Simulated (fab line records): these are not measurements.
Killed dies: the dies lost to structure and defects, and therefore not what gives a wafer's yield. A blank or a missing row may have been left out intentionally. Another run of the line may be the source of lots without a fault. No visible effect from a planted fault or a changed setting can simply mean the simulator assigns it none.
fab line records	flow nand-harc
record lots=5	wafers=15	last-day=33
route steps=1302 shown P_CONTACT@217 END@1302
lots that met no fault: taken from a fault-free run of the same line
start-h: hours from the record's first day to the start of the lot's first wafer shown	wait-h: time in hours since the lot's previous step	" unchanged from the row above	L1.1+2: one row covering several wafers at once	- no value present, or no start provided	* or withheld: withheld	< > ~ a bound
route shown NAME@n: names a module that has steps shown in the file, with the first one's number in the route	usual: mean and standard deviation over wafers with no fault	same: alike in all rows	chamber/n: place in a boat	sites: the reading at each site	_std_site: the values' standard deviation	_edge_site: the outer-site mean with the inner-site mean subtracted	radius-mm: how far each site lies from the wafer's centre	mask NAME#n: copy n	behind: the tool/chamber that last shaped the wafer	hold: what put the lot on hold/how long, in hours/how the hold closed	device: transistor that didn't switch, given as n, p or np	end of line: tests of these same wafers at the route's end	where a step has no rows: the recipe by itself	killed: not the wafer's yield, but the dies lost to structure and defects at the first sort	map: dies across one wafer; x = killed, . = not, _ = none there
set.NAME: the run value of the setting; set.NAME@STEP: its run value at that earlier step	model.NAME: the simulator's own value behind a step, which no gauge read
a table for each step, a row for each wafer; lots at some steps of the route
services: the hour from which a tool's chamber was out of use, counted from the record's first day as start-h (under 0 if before that day), plus the number of hours and why
## steps
# step NHARC_P_CONTACT_DEP_30
# recipe target-thk-a=300	temp-c=400	target-thk-nm=30	flow-sccm=200	rf-w=450	material=SiNx
# step NHARC_P_CONTACT_DEP_00
# recipe target-thk-a=5000	temp-c=400	pressure-torr=6.5	rf-w=900	teos-flow-sccm=161.4	flow-sccm=2650	target-thk-nm=500	gas=O2	material=SiO2
# usual flow-sccm=2650/7.7	heater-power-outer-w=289/92	heater-power-w=549/120	throttle-valve-pct=15.9/0.53
lot.wafer	tool	chamber	start-h	wait-h	flow-sccm	heater-power-outer-w	heater-power-w	throttle-valve-pct
L379.3	pecvd-04	1	-	-	2644	481	802	16.1
L379.2	"	2	"	"	2640	207	422	15.9
L379.6	"	2	"	"	2646	223	452	16.3
L385.3	pecvd-04	1	-	-	2667	488	806	16.1
L385.6	"	2	"	"	2640	200	429	16.2
L385.5	"	1	"	"	2665	504	817	16.2
L391.3	pecvd-04	0	-	-	2642	223	444	16.2
L391.1	"	1	"	"	2657	433	732	15.9
L391.6	"	2	"	"	2650	181	406	15.8
L393.3	pecvd-02	0	-	-	2628	249	501	15.8
L393.2	"	1	"	"	2661	384	673	16.2
L393.5	"	0	"	"	2649	265	532	15.6
L396.1	pecvd-04	0	341.69	0.3	2652	193	409	16.6
L396.3	"	0	"	"	2643	210	428	16.5
L396.5	"	2	"	"	2652	213	449	16.2
# step NHARC_P_CONTACT_CMP_01
# recipe target-thk-nm=200	material=SiO2
# usual motor-current-A=11.8/1.1	slurry-filter-dp-kPa=13.50/0.15
lot.wafer	tool	chamber	start-h	wait-h	motor-current-A	slurry-filter-dp-kPa
L379.2	cmp-02	1	164.72	-	10.9	13.79
L379.3	"	2	"	"	11.4	13.53
L379.6	"	3	"	"	13.2	13.43
L385.3	cmp-01	2	238.49	-	10.6	13.54
L385.5	"	1	"	"	12.7	13.45
L385.6	"	2	"	"	11.1	13.78
L391.1	cmp-01	3	289.50	-	12.5	13.56
L391.3	"	0	"	"	10.1	13.68
L391.6	"	3	"	"	12.5	13.53
L393.2	cmp-03	3	309.11	-	10.7	13.43
L393.3	"	0	"	"	9.9	13.62
L393.5	"	3	"	"	11.1	13.28
L396.3	cmp-02	2	342.30	0.4	11.3	13.63
L396.1	"	3	"	"	13.2	13.56
L396.5	"	2	"	"	11.4	13.30
# step NHARC_P_CONTACT_SRD_03
# step NHARC_P_CONTACT_DEHYDRATE_04
# recipe temp-c=150	time-s=120
# step NHARC_P_CONTACT_HMDS_05
# recipe time-s=30
# step NHARC_P_CONTACT_COAT_33
# recipe temp-c=260	time-s=75
# step NHARC_P_CONTACT_COAT_34
# recipe temp-c=225	time-s=65
# step NHARC_P_CONTACT_COAT_06
# recipe spin-rpm=1500	resist-thk-nm=90
# step NHARC_P_CONTACT_SOFTBAKE_07
# recipe temp-c=105	time-s=55
# step NHARC_P_CONTACT_EBR_08
# step NHARC_P_CONTACT_EXPOSE_09
# recipe na=1.35	target-cd-nm=90	dose-mj=81.26	mask-id=P_CA
lot.wafer	tool	chamber	start-h	wait-h	mask
L379.2+3+6	arfi-scanner-02	0	165.26	-	P_CA#0
L385.3+5+6	arfi-scanner-03	0	239.16	-	P_CA_R1#0
L391.1+3+6	arfi-scanner-01	0	290.16	-	P_CA#0
L393.2+3+5	arfi-scanner-03	0	309.78	-	P_CA#0
L396.1+3+5	arfi-scanner-01	0	342.86	-	P_CA#0
# step NHARC_P_CONTACT_PEB_10
# recipe peb-temp-c=100	peb-time-s=65
# step NHARC_P_CONTACT_DEVELOP_11
# recipe develop-time-s=35	dev-temp-c=23
# step NHARC_P_CONTACT_CD_MEAS_12
# recipe target-cd-nm=90	landing-energy-ev=500
# usual cd-nm=89.7/0.81
lot.wafer	tool	chamber	start-h	wait-h	hold	cd-nm
L379.2	cd-sem-03	0	165.39	-	-	90.7
L379.3	"	0	"	"	-	90.7
L379.6	"	0	"	"	-	90.7
L385.3	cd-sem-01	0	239.29	-	await-dispo/0.2h/release	93.1
L385.5	"	0	"	"	await-dispo/0.2h/release	93.7
L385.6	"	0	"	"	await-dispo/0.2h/release	92.8
L385.3	cd-sem-01	0	-	-	-	93.0
L385.5	"	0	"	"	-	93.9
L385.6	"	0	"	"	-	93.1
L391.1	cd-sem-02	0	290.30	-	-	89.4
L391.3	"	0	"	"	-	89.6
L391.6	"	0	"	"	-	90.1
L393.2	cd-sem-03	0	309.92	-	-	89.5
L393.3	"	0	"	"	-	89.6
L393.5	"	0	"	"	-	90.6
L396.1	cd-sem-01	0	343.00	-	-	89.5
L396.3	"	0	"	"	-	90.2
L396.5	"	0	"	"	-	90.1
# step NHARC_P_CONTACT_OVL_MEAS_13
# usual overlay-x-nm=0.0/0.75	overlay-y-nm=-0.2/0.72
lot.wafer	tool	chamber	start-h	wait-h	hold	overlay-x-nm	overlay-y-nm
L379.2	overlay-02	-	165.48	-	-	0.7	-0.5
L379.3	"	-	"	"	-	0.7	0.0
L379.6	"	-	"	"	-	0.6	0.0
L385.3	overlay-01	-	242.32	-	await-dispo/2.8h/release	-0.4	0.1
L385.5	"	-	"	"	await-dispo/2.8h/release	0.1	-0.1
L385.6	"	-	"	"	await-dispo/2.8h/release	-0.3	0.0
L391.1	overlay-02	-	290.39	-	-	1.9	-1.0
L391.3	"	-	"	"	-	1.1	-0.7
L391.6	"	-	"	"	-	0.9	-0.7
L393.2	overlay-02	-	310.00	-	-	-0.2	-0.2
L393.3	"	-	"	"	-	0.2	-0.5
L393.5	"	-	"	"	-	-0.1	-0.2
L396.1	overlay-02	-	343.09	-	-	0.6	-2.2
L396.3	"	-	"	"	-	-0.1	-2.6
L396.5	"	-	"	"	-	0.3	-2.1
# step NHARC_P_CONTACT_INSPECT_14
# usual raw-defect-count=3.3/2.2
lot.wafer	tool	chamber	start-h	wait-h	raw-defect-count
L379.2	defect-inspect-01	-	165.52	0.0	6
L379.3	"	-	"	"	0
L379.6	"	-	"	"	1
L385.3	defect-inspect-01	-	242.36	0.0	1
L385.5	"	-	"	"	3
L385.6	"	-	"	"	0
L391.1	defect-inspect-02	-	290.43	0.0	2
L391.3	"	-	"	"	2
L391.6	"	-	"	"	1
L393.2	defect-inspect-02	-	310.04	0.0	0
L393.3	"	-	"	"	1
L393.5	"	-	"	"	2
L396.1	defect-inspect-02	-	343.13	0.0	3
L396.3	"	-	"	"	6
L396.5	"	-	"	"	4
# step NHARC_P_CONTACT_DESCUM_17
# recipe time-s=3	o2-flow-sccm=200	ar-flow-sccm=0	bias-power-w=0	chemistry=O2
# usual drypump-motor-current-A=5.6/0.33	mfc-ar-sccm=0.008/0.0068	oes-product-au=1.000/0.008	rf-vpp-V=57.7/0.92	showerhead-plenum-p-Torr=1.90/0.085	throttle-valve-pct=11.313/0.0098
lot.wafer	tool	chamber	start-h	wait-h	drypump-motor-current-A	mfc-ar-sccm	oes-product-au	rf-hours-counter-h	rf-vpp-V	showerhead-plenum-p-Torr	throttle-valve-pct	model.P_CONTACT.cd-nm
L379.2	rie-diel-04	1	165.59	0.1	6.0	0.003	1.005	4.0	56.0	1.82	11.302	90.63
L379.3	"	2	"	"	5.7	0.018	1.009	4.0	59.2	2.02	11.315	89.99
L379.6	"	2	"	"	5.7	0.018	0.994	-	57.5	2.02	11.302	89.76
L385.3	rie-diel-08	1	242.42	0.1	6.1	0.011	0.982	1.6	56.9	1.85	11.321	93.01
L385.6	"	1	"	"	6.0	0.011	0.984	-	57.0	1.85	11.308	92.65
L385.5	"	2	"	"	5.6	0	1.004	-	56.8	1.82	11.320	92.66
L391.1	rie-diel-13	0	290.49	0.1	5.7	0	1.008	2.7	59.5	1.90	11.308	90.11
L391.3	"	2	"	"	5.1	0.011	1.012	2.0	57.4	1.92	11.329	89.97
L391.6	"	0	"	"	5.7	0	1.012	-	59.0	1.90	11.307	90.56
L393.2	rie-diel-13	1	310.11	0.1	6.1	0.004	0.994	3.5	58.1	2.01	11.312	89.17
L393.3	"	2	"	"	5.1	0.011	1.008	3.1	57.9	1.92	11.304	89.62
L393.5	"	1	"	"	6.1	0.004	1.008	-	57.9	2.01	11.306	90.27
L396.3	rie-diel-08	1	343.20	0.1	6.0	0.011	0.991	6.7	55.8	1.85	11.311	89.57
L396.1	"	2	"	"	5.7	0	0.996	6.6	56.4	1.82	11.322	89.1
L396.5	"	3	"	"	5.8	0.008	0.988	-	59.1	1.97	11.332	89.3
# step NHARC_P_CONTACT_ETCH_35
# recipe target-depth-a=390	over-etch-frac=0.3	time-s=65	ion-energy-ev=80	cf4-flow-sccm=150	ar-flow-sccm=0	rf-w=300	bias-w=100	chemistry=CF4
# usual drypump-motor-current-A=5.6/0.32	mfc-ar-sccm=0.008/0.007	oes-product-au=1.001/0.0098	rf-vpp-V=151.1/1.2	showerhead-plenum-p-Torr=1.76/0.073	throttle-valve-pct=13.283/0.0093
lot.wafer	tool	chamber	start-h	wait-h	drypump-motor-current-A	mfc-ar-sccm	oes-product-au	rf-hours-counter-h	rf-vpp-V	showerhead-plenum-p-Torr	throttle-valve-pct
L379.2	rie-diel-04	2	165.69	0.1	5.7	0.018	1.005	4.0	152.5	1.86	13.277
L379.3	"	3	"	"	5.2	0	1.007	5.5	151.5	1.84	13.278
L379.6	"	1	"	"	5.9	0.003	1.009	-	148.4	1.68	13.282
L385.3	rie-diel-08	0	242.50	0.1	5.4	0.005	0.988	1.5	149.9	1.68	13.296
L385.5	"	0	"	"	5.4	0.005	0.975	-	148.6	1.68	13.288
L385.6	"	1	"	"	6.0	0.011	0.981	-	150.3	1.72	13.277
L391.1	rie-diel-13	1	290.58	0.1	6.1	0.004	1.003	2.6	152.5	1.85	13.298
L391.3	"	3	"	"	5.7	0.021	0.988	2.5	148.6	1.68	13.280
L391.6	"	1	"	"	6.1	0.004	1.006	-	151.7	1.85	13.273
L393.2	rie-diel-13	2	310.18	0.1	5.1	0.011	1.011	3.1	150.7	1.77	13.306
L393.3	"	0	"	"	5.7	0	1.015	3.7	152.0	1.76	13.259
L393.5	"	2	"	"	5.1	0.011	1.011	-	150.6	1.77	13.280
L396.1	rie-diel-08	3	343.27	0.1	5.8	0.008	0.983	6.8	152.8	1.82	13.289
L396.3	"	2	"	"	5.7	0	0.998	6.6	150.5	1.69	13.279
L396.5	"	0	"	"	5.4	0.005	0.992	-	151.0	1.67	13.285
# step NHARC_P_CONTACT_ETCH_36
# recipe target-depth-a=2600	over-etch-frac=0.25	time-s=406.25	ion-energy-ev=200	n2-flow-sccm=150	h2-flow-sccm=150	ar-flow-sccm=0	rf-w=400	bias-w=150	chemistry=N2/H2
# usual drypump-motor-current-A=5.6/0.31	h2-flow-sccm=150.0/0.41	mfc-ar-sccm=0.008/0.0071	oes-product-au=1.000/0.0094	rf-vpp-V=430.0/2.8	showerhead-plenum-p-Torr=2.02/0.093	throttle-valve-pct=14.170/0.0095
lot.wafer	tool	chamber	start-h	wait-h	drypump-motor-current-A	h2-flow-sccm	mfc-ar-sccm	oes-product-au	rf-hours-counter-h	rf-vpp-V	showerhead-plenum-p-Torr	throttle-valve-pct
L379.2	rie-diel-04	3	-	-	5.2	150.0	0	1.002	5.6	433.3	2.13	14.158
L379.3	"	0	"	"	5.3	149.6	0.011	0.999	4.6	427.4	1.95	14.171
L379.6	"	3	"	"	5.2	150.2	0	1.014	-	432.2	2.13	14.172
L385.3	rie-diel-08	0	-	-	5.4	150.2	0.005	0.992	1.6	426.3	1.92	14.158
L385.5	"	2	"	"	5.6	149.9	0	1.010	-	428.0	1.94	14.189
L385.6	"	3	"	"	5.8	150.8	0.008	0.999	-	434.0	2.11	14.165
L391.1	rie-diel-13	2	-	-	5.1	150.1	0.011	1.007	2.0	430.6	2.04	14.168
L391.3	"	0	"	"	5.7	149.5	0	1.002	2.8	431.1	2.02	14.170
L391.6	"	2	"	"	5.1	150.2	0.011	0.994	-	431.0	2.04	14.161
L393.3	rie-diel-13	2	-	-	5.1	150.1	0.011	1.022	3.2	431.0	2.04	14.173
L393.2	"	0	"	"	5.7	149.8	0	1.010	3.8	429.8	2.03	14.166
L393.5	"	1	"	"	6.1	149.0	0.004	1.004	-	432.7	2.14	14.170
L396.3	rie-diel-08	3	-	-	5.8	150.3	0.008	0.990	6.9	431.9	2.11	14.172
L396.1	"	0	"	"	5.4	149.9	0.005	0.987	7.1	426.1	1.92	14.164
L396.5	"	3	"	"	5.8	150.1	0.008	0.987	-	432.3	2.11	14.178
# step NHARC_P_CONTACT_ETCH_18
# recipe target-depth-a=4810	time-s=240.5	c4f8-flow-sccm=20	o2-flow-sccm=10	ar-flow-sccm=withheld	rf-w=600	bias-w=1500	chemistry=C4F8/O2/Ar
# usual oes-product-au=0.960/0.017	rf-vpp-V=978/5.8
lot.wafer	tool	chamber	start-h	wait-h	oes-product-au	rf-hours-counter-h	rf-vpp-V
L379.2	rie-diel-04	1	-	-	0.970	4.2	972
L379.3	"	3	"	"	0.992	5.8	985
L379.6	"	0	"	"	0.991	-	973
L385.3	rie-diel-08	1	-	-	0.942	1.8	974
L385.5	"	3	"	"	0.971	-	982
L385.6	"	0	"	"	0.962	-	972
L391.3	rie-diel-13	3	-	-	0.968	2.8	971
L391.1	"	1	"	"	0.966	2.7	983
L391.6	"	0	"	"	0.972	-	978
L393.2	rie-diel-13	2	-	-	0.986	3.4	979
L393.3	"	1	"	"	0.960	3.8	983
L393.5	"	3	"	"	0.977	-	970
L396.3	rie-diel-08	0	-	-	0.958	7.2	971
L396.1	"	2	"	"	0.953	6.9	973
L396.5	"	0	"	"	0.954	-	972
# step NHARC_P_CONTACT_STRIP_37
# recipe c4f8-flow-sccm=withheld	o2-flow-sccm=8	ar-flow-sccm=withheld	bias-w=0	chemistry=C4F8/O2/Ar
# step NHARC_P_CONTACT_ETCH_31
# recipe target-depth-a=300	time-s=85.7	ion-energy-ev=120	over-etch-frac=1	ch3f-flow-sccm=50	o2-flow-sccm=30	ar-flow-sccm=200	rf-w=500	bias-w=100	chemistry=CH3F/O2
# usual drypump-motor-current-A=5.6/0.32	mfc-ar-sccm=200.0/0.56	oes-product-au=0.978/0.012	rf-vpp-V=244.2/1.8	showerhead-plenum-p-Torr=2.46/0.11	throttle-valve-pct=20.662/0.0088
lot.wafer	tool	chamber	start-h	wait-h	drypump-motor-current-A	mfc-ar-sccm	oes-product-au	rf-hours-counter-h	rf-vpp-V	showerhead-plenum-p-Torr	throttle-valve-pct	model.P_CONTACT.cd-nm
L379.3	rie-diel-04	1	-	-	6.0	199.4	0.975	4.3	241.4	2.34	20.660	89.34
L379.2	"	3	"	"	5.2	201.0	0.988	5.8	245.4	2.56	20.675	91.1
L379.6	"	2	"	"	5.7	199.8	0.976	-	246.1	2.59	20.674	89.05
L385.3	rie-diel-08	2	-	-	5.7	200.0	0.979	1.6	242.5	2.35	20.663	94.7
L385.5	"	0	"	"	5.4	200.3	0.980	-	242.5	2.32	20.645	93.83
L385.6	"	1	"	"	6.0	199.9	0.968	-	243.2	2.38	20.667	94.4
L391.1	rie-diel-13	0	-	-	5.7	199.4	0.984	3.0	245.3	2.44	20.675	89.72
L391.3	"	1	"	"	6.1	199.5	0.975	2.8	247.1	2.57	20.674	90.91
L391.6	"	0	"	"	5.7	200.0	0.990	-	244.7	2.44	20.667	90.01
L393.2	rie-diel-13	3	-	-	5.7	199.7	0.987	4.0	241.6	2.32	20.668	87.55
L393.3	"	1	"	"	6.1	200.4	0.982	3.8	246.3	2.57	20.679	89.45
L393.5	"	2	"	"	5.1	199.5	1.003	-	244.5	2.46	20.661	90.98
L396.1	rie-diel-08	0	-	-	5.4	199.8	0.967	7.3	241.6	2.32	20.674	90.49
L396.3	"	1	"	"	6.0	200.9	0.980	6.9	242.9	2.38	20.650	91.3
L396.5	"	3	"	"	5.8	199.2	0.967	-	244.4	2.53	20.672	89.25
# step NHARC_P_CONTACT_CD_MEAS_19
# usual cd-nm=89.8/1.5
lot.wafer	tool	chamber	start-h	wait-h	cd-nm
L379.2	cd-sem-03	-	166.47	-	90.9
L379.3	"	-	"	"	89.5
L379.6	"	-	"	"	88.9
L385.3	cd-sem-03	-	243.30	-	94.5
L385.5	"	-	"	"	93.9
L385.6	"	-	"	"	94.2
L391.1	cd-sem-01	-	291.35	-	89.4
L391.3	"	-	"	"	90.9
L391.6	"	-	"	"	90.1
L393.2	cd-sem-01	-	310.98	-	87.7
L393.3	"	-	"	"	89.3
L393.5	"	-	"	"	91.0
L396.1	cd-sem-03	-	344.06	-	90.7
L396.3	"	-	"	"	91.5
L396.5	"	-	"	"	89.4
# step NHARC_END_SORT_01
# recipe temp-c=25
# usual killed-at-array=56/19	killed-at-other=0.8/1.1	killed-at-periphery=3.4/2.5	killed-dies=60/19	killed-open=2.9/1.7	killed-short=2.4/1.6
# same gross-dies=677
lot.wafer	tool	chamber	start-h	wait-h	killed-at-array	killed-at-other	killed-at-periphery	killed-dies	killed-open	killed-short
L385.3	prober-01	0	682.93	3.1	63	3	6	72	4	1
L385.5	prober-01	0	684.54	3.7	46	1	8	55	5	2
L385.6	prober-01	0	685.35	4.0	51	0	4	55	2	0
# killed by level:class
L385.3 A_SLIT:chamber-film-flake=37 A_CONTACT:chamber-film-flake=10 A_CHANNEL_HOLE_D1:chamber-film-flake=7 P_M2:chamber-film-flake=5 A_STAIRCASE:chamber-film-flake=2 THIN_TSV:chamber-film-flake=2 P_GATE:geometric-particle:open=1 A_SGD_CUT:geometric-particle:open=1
L385.5 A_SLIT:chamber-film-flake=31 A_CONTACT:chamber-film-flake=5 P_M2:chamber-film-flake=3 A_CHANNEL_HOLE_D1:chamber-film-flake=3 A_CHANNEL_FILL_D1:geometric-particle:open=2 P_M1:chamber-film-flake=2 P_CONTACT:geometric-particle:open=1 P_M2:geometric-particle:open=1
L385.6 A_SLIT:chamber-film-flake=33 A_CONTACT:chamber-film-flake=8 P_M2:chamber-film-flake=3 A_CHANNEL_HOLE_D1:chamber-film-flake=2 A_DECK1_JOINT:chamber-film-flake=2 A_CHANNEL_FILL_D2:chamber-film-flake=2 A_CHANNEL_FILL_D1:geometric-particle:open=1 A_M0:geometric-particle:open=1
## services
tool	chamber	start-h	hours	kind
arfi-scanner-03	-	159.54	1.5	repair
rie-diel-13	-	165.00	9.0	pm
rie-diel-08	2	168.33	14.2	repair
rie-diel-04	1	172.21	15.6	repair
rie-diel-13	2	176.90	6.9	repair
rie-diel-04	-	177.22	4.8	repair
arfi-scanner-01	-	179.08	6.5	repair
rie-diel-04	-	182.03	9.0	pm
cmp-01	-	185.50	4.0	pm
rie-diel-08	2	187.00	5.5	repair
rie-diel-08	-	190.80	9.0	pm
rie-diel-13	0	192.09	6.6	repair
arfi-scanner-03	-	196.00	4.0	pm
cmp-01	-	198.83	3.5	repair
arfi-scanner-01	-	209.17	5.9	repair
rie-diel-13	2	221.15	9.6	repair
rie-diel-13	3	228.19	20.6	repair
rie-diel-04	3	230.47	4.1	repair
rie-diel-04	0	232.39	4.6	repair
rie-diel-04	-	234.43	1.0	repair
pecvd-04	-	269.21	13.0	pm
rie-diel-13	1	324.46	10.9	repair
pecvd-04	1	335.67	6.0	repair
rie-diel-13	-	342.00	9.0	pm
## key
first-sign step=NHARC_P_CONTACT_EXPOSE_09	reading=mask	direction=changed
effect step=NHARC_P_CONTACT_CD_MEAS_12	reading=visit	direction=added
model-effect step=NHARC_P_CONTACT_DESCUM_17	value=P_CONTACT.cd-nm	without=89.98	struck=92.77
model-effect step=NHARC_P_CONTACT_ETCH_31	value=P_CONTACT.cd-nm	without=91.54	struck=94.31
met-at NHARC_P_CONTACT_EXPOSE_09
struck-wafers L385.3,L385.5,L385.6
tester-left-out L385
fault kind=wrong-mask	tool=any	chamber=-	onset-h=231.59	steps=NHARC_P_CONTACT_EXPOSE_09	aux-copy=P_CA_R1#0	cd-offset-nm=2.8442	scope=struck-lots-only
# tester-left-out: of these lots the tester's yield and bins aren't shown, on N5 and GAA mostly nor the transistor test; their killed dies are dies lost to structure and defects alone, not to doping, threshold or leakage, so they don't give the yield
